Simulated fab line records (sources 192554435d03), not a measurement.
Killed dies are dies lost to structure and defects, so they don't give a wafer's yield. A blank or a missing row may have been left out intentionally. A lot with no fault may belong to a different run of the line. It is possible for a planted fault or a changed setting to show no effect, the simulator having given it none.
Matching of chambers / flow n5 finfet / 4 sister chambers for N5_BEOL_M11_STRIP_36 on rie diel-02
The step strips in N2/H2. 14 wafers are shown with their chamber, then 7 later ones without.

## EACH WAFER AND ITS CHAMBER
wafer=L079.1; chamber=1; drypump motor current A (A)=5.7; throttle valve pct (%)=23.8; showerhead plenum p Torr (Torr)=2.44
wafer=L079.2; chamber=0; drypump motor current A (A)=5.4; throttle valve pct (%)=23.4; showerhead plenum p Torr (Torr)=2.49
wafer=L079.3; chamber=2; drypump motor current A (A)=6.4; throttle valve pct (%)=23.5; showerhead plenum p Torr (Torr)=2.51
wafer=L079.4; chamber=3; drypump motor current A (A)=5.4; throttle valve pct (%)=24.2; showerhead plenum p Torr (Torr)=2.55
wafer=L079.5; chamber=1; drypump motor current A (A)=5.7; throttle valve pct (%)=23.8; showerhead plenum p Torr (Torr)=2.44
wafer=L079.6; chamber=2; drypump motor current A (A)=6.5; throttle valve pct (%)=23.6; showerhead plenum p Torr (Torr)=2.51
wafer=L090.3; chamber=2; drypump motor current A (A)=6.4; throttle valve pct (%)=23.5; showerhead plenum p Torr (Torr)=2.50
wafer=L090.5; chamber=1; drypump motor current A (A)=5.7; throttle valve pct (%)=23.8; showerhead plenum p Torr (Torr)=2.43
wafer=L090.6; chamber=2; drypump motor current A (A)=6.4; throttle valve pct (%)=23.5; showerhead plenum p Torr (Torr)=2.50
wafer=L089.2; chamber=1; drypump motor current A (A)=5.7; throttle valve pct (%)=23.8; showerhead plenum p Torr (Torr)=2.43
wafer=L089.4; chamber=0; drypump motor current A (A)=5.4; throttle valve pct (%)=23.4; showerhead plenum p Torr (Torr)=2.48
wafer=L089.6; chamber=0; drypump motor current A (A)=5.4; throttle valve pct (%)=23.4; showerhead plenum p Torr (Torr)=2.49
wafer=L091.1; chamber=2; drypump motor current A (A)=6.4; throttle valve pct (%)=23.6; showerhead plenum p Torr (Torr)=2.50
wafer=L091.2; chamber=1; drypump motor current A (A)=5.7; throttle valve pct (%)=23.8; showerhead plenum p Torr (Torr)=2.43

SIGNATURES (means of the wafers above)
reading=drypump motor current A; chamber 0=5.400; chamber 1=5.700; chamber 2=6.420; chamber 3=5.400; scatter within a chamber=0.0283
reading=throttle valve pct; chamber 0=23.400; chamber 1=23.800; chamber 2=23.540; chamber 3=24.200; scatter within a chamber=0.0346
reading=showerhead plenum p Torr; chamber 0=2.4867; chamber 1=2.4340; chamber 2=2.5040; chamber 3=2.5500; scatter within a chamber=0.00554
Rule: distance of a wafer from a chamber = root of the sum over the readings of ((wafer's reading minus chamber's mean) / reading's scatter) squared. The wafer belongs to the nearest chamber; if the next one is less than 2 further off, it can't be placed. The scatter: the root of (the sum of the squares of (reading less its chamber's mean) over the shown wafers, divided by (wafers less chambers)).

## WAFERS WITHOUT THEIR CHAMBER
wafer=L091.6; drypump motor current A (A)=6.5; throttle valve pct (%)=23.6; showerhead plenum p Torr (Torr)=2.50
wafer=L095.1; drypump motor current A (A)=5.4; throttle valve pct (%)=23.4; showerhead plenum p Torr (Torr)=2.48
wafer=L095.4; drypump motor current A (A)=6.4; throttle valve pct (%)=23.6; showerhead plenum p Torr (Torr)=2.50
wafer=L095.5; drypump motor current A (A)=5.4; throttle valve pct (%)=23.4; showerhead plenum p Torr (Torr)=2.48
wafer=L097.1; drypump motor current A (A)=5.7; throttle valve pct (%)=23.8; showerhead plenum p Torr (Torr)=2.43
wafer=L097.2; drypump motor current A (A)=5.4; throttle valve pct (%)=23.4; showerhead plenum p Torr (Torr)=2.48
wafer=L097.6; drypump motor current A (A)=5.7; throttle valve pct (%)=23.8; showerhead plenum p Torr (Torr)=2.43

## EACH ONE'S CHAMBER
wafer=L091.6; from the rows above=2; in truth=2
wafer=L095.1; from the rows above=0; in truth=0
wafer=L095.4; from the rows above=2; in truth=2
wafer=L095.5; from the rows above=0; in truth=0
wafer=L097.1; from the rows above=1; in truth=1
wafer=L097.2; from the rows above=0; in truth=0
wafer=L097.6; from the rows above=1; in truth=1
Correct placement for 7 of the 7. Left unplaced by these rows: 0. Number placed wrongly: 0.
